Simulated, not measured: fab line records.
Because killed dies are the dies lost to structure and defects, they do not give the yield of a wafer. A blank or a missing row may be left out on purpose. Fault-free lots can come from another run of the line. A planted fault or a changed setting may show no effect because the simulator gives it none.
Which tool did it? + flow n5 finfet + 7 lots, 21 wafers sampled, at 7 steps of a route of 1938

== WHAT EACH GAUGE READ, for each wafer ==
N5_GATE_CUT_OVL_MEAS_14. Usual: GATE_CUT_OVL gives 0.4 nm (standard deviation 0.74).
| lot  | measured     | on         | GATE_CUT_OVL (nm) | flag |
|------|--------------|------------|-------------------|------|
| L537 | day 5 08:28  | overlay-02 | 0.8 -0.5 -0.1     |      |
| L543 | day 6 12:02  | overlay-02 | 0.0 -0.1 -0.3     |      |
| L548 | day 7 20:49  | overlay-02 | 0.0 1.6 0.9       |      |
| L551 | day 8 17:52  | overlay-02 | 0.1 0.9 0.2       |      |
| L553 | day 9 04:58  | overlay-02 | 1.0 0.8 -0.5      |      |
| L557 | day 10 01:46 | overlay-02 | -0.2 0.8 0.6      |      |
| L558 | day 10 04:21 | overlay-02 | -0.2 0.3 0.0      |      |

N5_GATE_CUT_INSPECT_15: inspects for defects (brightfield). Usual: raw defect count 135, standard deviation 42.
| lot  | measured     | on                | raw defect count | flag |
|------|--------------|-------------------|------------------|------|
| L537 | day 5 08:31  | defect inspect-01 | 95 104 163       |      |
| L543 | day 6 12:05  | defect inspect-01 | 140 106 122      |      |
| L548 | day 7 20:51  | defect inspect-01 | 128 123 144      |      |
| L551 | day 8 17:56  | defect inspect-01 | 147 126 105      |      |
| L553 | day 9 05:02  | defect inspect-02 | 190 125 145      |      |
| L557 | day 10 01:50 | defect inspect-02 | 101 78 100       |      |
| L558 | day 10 04:25 | defect inspect-01 | 93 133 126       |      |

N5_BEOL_M4_RC_MEAS_101. Usual: DIBL_N 35.9 mV/V, standard deviation 1.6; DIBL_P 35.6 mV/V, standard deviation 2.1; IOFF_N 0.149 nA/um, standard deviation 0.029; IOFF_P 0.20 nA/um, standard deviation 0.033; ION_N 671 uA/um, standard deviation 11; ION_P 460 uA/um, standard deviation 7.3; SS_N 71.4 mV/dec, standard deviation 0.62; SS_P 73.2 mV/dec, standard deviation 0.65; VT_N 251 mV, standard deviation 3.1; VT_P -251 mV, standard deviation 3.4.
| lot  | measured     | on        | DIBL_N (mV/V)  | DIBL_P (mV/V)  | IOFF_N (nA/um)    | IOFF_P (nA/um) | ION_N (uA/um) | ION_P (uA/um) | SS_N (mV/dec)  | SS_P (mV/dec)  | VT_N (mV)   | VT_P (mV)      | flag |
|------|--------------|-----------|----------------|----------------|-------------------|----------------|---------------|---------------|----------------|----------------|-------------|----------------|------|
| L537 | day 8 12:00  | prober-01 | 34.8 35.9 33.8 | 36.8 38.6 35.6 | 0.153 0.169 0.124 | 0.19 0.20 0.17 | 687 676 654   | 462 455 454   | 71.7 72.1 71.4 | 73.5 73.4 72.9 | 252 252 260 | -255 -253 -256 |      |
| L543 | day 9 17:02  | prober-01 | 36.0 36.4 36.3 | 38.9 37.9 38.7 | 0.162 0.158 0.175 | 0.24 0.22 0.24 | 676 681 704   | 477 468 480   | 70.3 71.3 71.8 | 73.6 73.6 73.8 | 250 248 248 | -247 -248 -245 |      |
| L548 | day 11 06:55 | prober-01 | 35.2 35.1 34.1 | 33.9 33.3 32.3 | 0.130 0.135 0.118 | 0.20 0.19 0.18 | 670 662 664   | 465 461 455   | 70.6 71.3 70.7 | 72.9 73.0 72.6 | 249 253 254 | -249 -251 -251 |      |
| L551 | day 11 17:46 | prober-02 | 36.0 37.8 35.8 | 33.6 36.3 34.2 | 0.126 0.148 0.125 | 0.16 0.20 0.17 | 662 673 663   | 457 454 459   | 71.7 71.1 71.1 | 72.8 73.7 73.1 | 252 251 254 | -255 -251 -252 |      |
| L553 | day 12 13:02 | prober-02 | 35.2 36.1 35.1 | 34.7 35.8 34.6 | 0.118 0.131 0.127 | 0.16 0.18 0.16 | 661 667 680   | 454 457 464   | 71.2 71.2 70.7 | 73.4 73.6 73.3 | 254 255 251 | -257 -252 -255 |      |
| L557 | day 13 12:37 | prober-02 | 36.8 38.7 39.1 | 35.2 38.1 38.4 | 0.157 0.199 0.213 | 0.21 0.26 0.27 | 681 683 697   | 468 467 475   | 70.7 71.9 72.5 | 73.0 73.8 74.2 | 253 245 244 | -250 -244 -248 |      |
| L558 | day 13 15:45 | prober-02 | 34.6 34.9 35.7 | 34.7 33.6 34.8 | 0.133 0.135 0.154 | 0.19 0.16 0.19 | 665 679 681   | 458 461 459   | 71.8 71.3 71.5 | 72.8 72.4 73.6 | 251 252 250 | -251 -253 -249 |      |

== WHAT TOOL EACH LOT RAN ON (gives the tool, then ch and the chambers of the sampled wafers, and finally the start) ==
| lot  | N5_GATE_CUT_ETCH_28               | N5_GATE_CUT_ETCH_37               | N5_GATE_CUT_CUT_ETCH_53           | N5_GATE_CUT_CUT_ETCH_55           |
|------|-----------------------------------|-----------------------------------|-----------------------------------|-----------------------------------|
| L537 | rie diel-04 ch 0,1,3, day 5 08:49 | rie diel-04 ch 0,1,3, day 5 08:51 | rie metal-02 ch 0,1, day 5 09:11  | rie metal-02 ch 0,1, day 5 09:18  |
| L543 | rie diel-04 ch 0,1,2, day 6 12:10 | rie diel-04 ch 0,1,2, day 6 12:12 | rie metal-02 ch 0,1, day 6 12:31  | rie metal-02 ch 0,1, day 6 12:38  |
| L548 | rie diel-04 ch 0,2,3, day 7 20:55 | rie diel-04 ch 0,2,3, day 7 20:58 | rie metal-01 ch 0,1, day 7 21:18  | rie metal-01 ch 0,1, day 7 21:25  |
| L551 | rie diel-04 ch 0,1,2, day 8 18:02 | rie diel-04 ch 0,1,2, day 8 18:05 | rie metal-01 ch 0,1, day 8 18:23  | rie metal-01 ch 0,1, day 8 18:31  |
| L553 | rie diel-03 ch 0,1,2, day 9 05:09 | rie diel-03 ch 0,1,2, day 9 05:12 | rie metal-03 ch 0,1, day 9 05:31  | rie metal-03 ch 0,1, day 9 05:38  |
| L557 | rie diel-03 ch 1,2, day 10 01:53  | rie diel-03 ch 1,2, day 10 01:56  | rie metal-02 ch 0,1, day 10 02:16 | rie metal-02 ch 0,1, day 10 02:23 |
| L558 | rie diel-01 ch 0,2, day 10 04:33  | rie diel-01 ch 0,2, day 10 04:35  | rie metal-01 ch 0,1, day 10 04:55 | rie metal-01 ch 0,1, day 10 05:02 |
- N5_GATE_CUT_ETCH_28: etches underlayer in N2/H2, target depth 13 nm, time 10.4 s.
- N5_GATE_CUT_ETCH_37: etches SOC in N2/H2, target depth 60 nm, overetch 12 nm, time 90 s.
- N5_GATE_CUT_CUT_ETCH_53: etches W in SF6/Cl2, target depth 79.2 nm.
- N5_GATE_CUT_CUT_ETCH_55: etches HfO2 in BCl3, target depth 3.2 nm.

== AS READ BY THE TOOLS THEMSELVES (means over the sampled wafers that have a number; for cases with no such wafer, the mark the record gives instead) ==
N5_GATE_CUT_ETCH_28. Usual: bias w 150.0 W, standard deviation 0.45; drypump motor current A 5.6 A, standard deviation 0.41; etch rf on time s 10.43 s, standard deviation 0.19; oes product au 0.64 a.u., standard deviation 0.06; rf fwd power W 819.1 W, standard deviation 2.4; rf vpp V 523.8 V, standard deviation 2.5; showerhead plenum p Torr 2.54 Torr, standard deviation 0.086; throttle valve pct 17.94 %, standard deviation 0.25.
| lot  | tool        | bias w (W) | drypump motor current A (A) | etch rf on time s (s) | oes product au (a.u.) | rf fwd power W (W) | rf vpp V (V) | showerhead plenum p Torr (Torr) | throttle valve pct (%) | flag |
|------|-------------|------------|-----------------------------|-----------------------|-----------------------|--------------------|--------------|---------------------------------|------------------------|------|
| L537 | rie diel-04 | 149.9      | 5.6                         | 10.25                 | 0.61                  | 818.7              | 522.0        | 2.49                            | 18.13                  |      |
| L543 | rie diel-04 | 149.9      | 5.5                         | 10.27                 | 0.61                  | 818.3              | 523.0        | 2.52                            | 17.90                  |      |
| L548 | rie diel-04 | 149.9      | 5.5                         | 10.33                 | 0.61                  | 819.8              | 523.0        | 2.52                            | 17.98                  |      |
| L551 | rie diel-04 | 150.0      | 5.5                         | 10.31                 | 0.69                  | 818.5              | 524.3        | 2.52                            | 17.78                  |      |
| L553 | rie diel-03 | 150.2      | 5.7                         | 10.62                 | 0.62                  | 817.1              | 523.2        | 2.54                            | 18.11                  |      |
| L557 | rie diel-03 | 150.3      | 5.6                         | 10.57                 | 0.63                  | 824.5              | 521.5        | 2.45                            | 18.10                  |      |
| L558 | rie diel-01 | 149.8      | 5.9                         | 10.40                 | 0.69                  | 817.8              | 523.9        | 2.55                            | 17.98                  |      |

N5_GATE_CUT_ETCH_37. Usual: bias w 150.1 W (standard deviation 0.46); drypump motor current A 5.6 A (standard deviation 0.41); oes product au 0.68 a.u. (standard deviation 0.058); rf fwd power W 833.8 W (standard deviation 2.8); rf vpp V 523.7 V (standard deviation 2.4); showerhead plenum p Torr 2.54 Torr (standard deviation 0.086); throttle valve pct 17.91 % (standard deviation 0.25).
| lot  | tool        | bias w (W) | drypump motor current A (A) | oes product au (a.u.) | rf fwd power W (W) | rf vpp V (V) | showerhead plenum p Torr (Torr) | throttle valve pct (%) | flag |
|------|-------------|------------|-----------------------------|-----------------------|--------------------|--------------|---------------------------------|------------------------|------|
| L537 | rie diel-04 | 149.8      | 5.6                         | 0.64                  | 835.0              | 523.0        | 2.49                            | 18.10                  |      |
| L543 | rie diel-04 | 150.0      | 5.5                         | 0.63                  | 833.7              | 524.0        | 2.52                            | 17.88                  |      |
| L548 | rie diel-04 | 101.0      | 5.5                         | 0.63                  | 831.3              | 406.0        | 2.52                            | 17.95                  | OFF  |
| L551 | rie diel-04 | 101.3      | 5.5                         | 0.71                  | 832.1              | 406.9        | 2.52                            | 17.74                  | OFF  |
| L553 | rie diel-03 | 149.7      | 5.7                         | 0.66                  | 832.9              | 523.6        | 2.54                            | 18.07                  |      |
| L557 | rie diel-03 | 150.7      | 5.6                         | 0.67                  | 833.6              | 521.0        | 2.45                            | 18.07                  |      |
| L558 | rie diel-01 | 150.3      | 5.9                         | 0.72                  | 833.1              | 524.8        | 2.55                            | 17.94                  |      |

N5_GATE_CUT_CUT_ETCH_53. Usual: bias w 80.00 W, standard deviation 0.24; drypump motor current A 5.9 A, standard deviation 0.42; etch rf on time s 26.2 s, standard deviation 0.36; oes product au 0.74 a.u., standard deviation 0.036; rf fwd power W 877.5 W, standard deviation 2.9; throttle valve pct 28.99 %, standard deviation 0.17.
| lot  | tool         | bias w (W) | drypump motor current A (A) | etch rf on time s (s) | oes product au (a.u.) | rf fwd power W (W) | throttle valve pct (%) | flag |
|------|--------------|------------|-----------------------------|-----------------------|-----------------------|--------------------|------------------------|------|
| L537 | rie metal-02 | 80.09      | 5.9                         | 26.2                  | 0.74                  | 876.7              | 28.82                  |      |
| L543 | rie metal-02 | 80.10      | 6.0                         | 26.6                  | 0.73                  | 874.6              | 28.82                  |      |
| L548 | rie metal-01 | 79.76      | 5.8                         | 26.2                  | 0.64                  | 874.8              | 28.93                  |      |
| L551 | rie metal-01 | 79.77      | 5.8                         | 26.3                  | 0.58                  | 875.9              | 28.78                  | OFF  |
| L553 | rie metal-03 | 80.07      | 6.4                         | 25.9                  | 0.78                  | 875.5              | 28.99                  |      |
| L557 | rie metal-02 | 80.27      | 5.6                         | 26.3                  | 0.73                  | 878.7              | 28.90                  |      |
| L558 | rie metal-01 | 79.98      | 5.8                         | 26.5                  | 0.71                  | 876.7              | 29.11                  |      |

N5_GATE_CUT_CUT_ETCH_55. Usual: bias w 18.00 W, standard deviation 0.057; drypump motor current A 5.9 A, standard deviation 0.42; oes product au 0.82 a.u., standard deviation 0.036; rf fwd power W 440.3 W, standard deviation 1.9; throttle valve pct 33.16 %, standard deviation 0.29.
| lot  | tool         | bias w (W) | drypump motor current A (A) | oes product au (a.u.) | rf fwd power W (W) | throttle valve pct (%) | flag |
|------|--------------|------------|-----------------------------|-----------------------|--------------------|------------------------|------|
| L537 | rie metal-02 | 17.97      | 6.0                         | 0.81                  | 439.0              | 32.94                  |      |
| L543 | rie metal-02 | 17.99      | 6.0                         | 0.80                  | 441.4              | 32.95                  |      |
| L548 | rie metal-01 | 17.93      | 5.8                         | 0.70                  | 440.8              | 33.40                  | OFF  |
| L551 | rie metal-01 | 18.04      | 5.8                         | 0.64                  | 441.7              | 33.41                  | OFF  |
| L553 | rie metal-03 | 18.02      | 6.3                         | 0.86                  | 439.7              | 32.98                  |      |
| L557 | rie metal-02 | 17.98      | 5.6                         | 0.80                  | 437.5              | 32.99                  |      |
| L558 | rie metal-01 | 17.95      | 5.8                         | 0.79                  | 441.3              | 33.41                  |      |

== THE ANSWER, worked out from the rows above alone ==
Rule: a lot counts as off when the mean over its wafers that have a number is more than 3 standard deviations away from the usual mean. A lot without any number at a reading at which 4 lots or more have one is off too. The other lots that the step has rows for count as sound. The gauges are gone through in route order, then the tools' own readings, and for those a lot's mean is taken as printed above. The first step at which some lot is off is used, and at that step the reading that is off furthest; a lot without a number counts as furthest.
Off, at N5_GATE_CUT_ETCH_37 on bias w: L548, L551.
If a tool, at that step or one of the process steps before it, ran each lot that is off and ran no sound lot following the first of them, it fits. One fits: rie diel-04 at N5_GATE_CUT_ETCH_28 and N5_GATE_CUT_ETCH_37. At N5_GATE_CUT_ETCH_28 its last sound lot is L543 (day 6 12:10), its first lot that is off L548 (day 7 20:55): a fault that began between those two fits.

== WHAT THE SIMULATOR PUT IN ==
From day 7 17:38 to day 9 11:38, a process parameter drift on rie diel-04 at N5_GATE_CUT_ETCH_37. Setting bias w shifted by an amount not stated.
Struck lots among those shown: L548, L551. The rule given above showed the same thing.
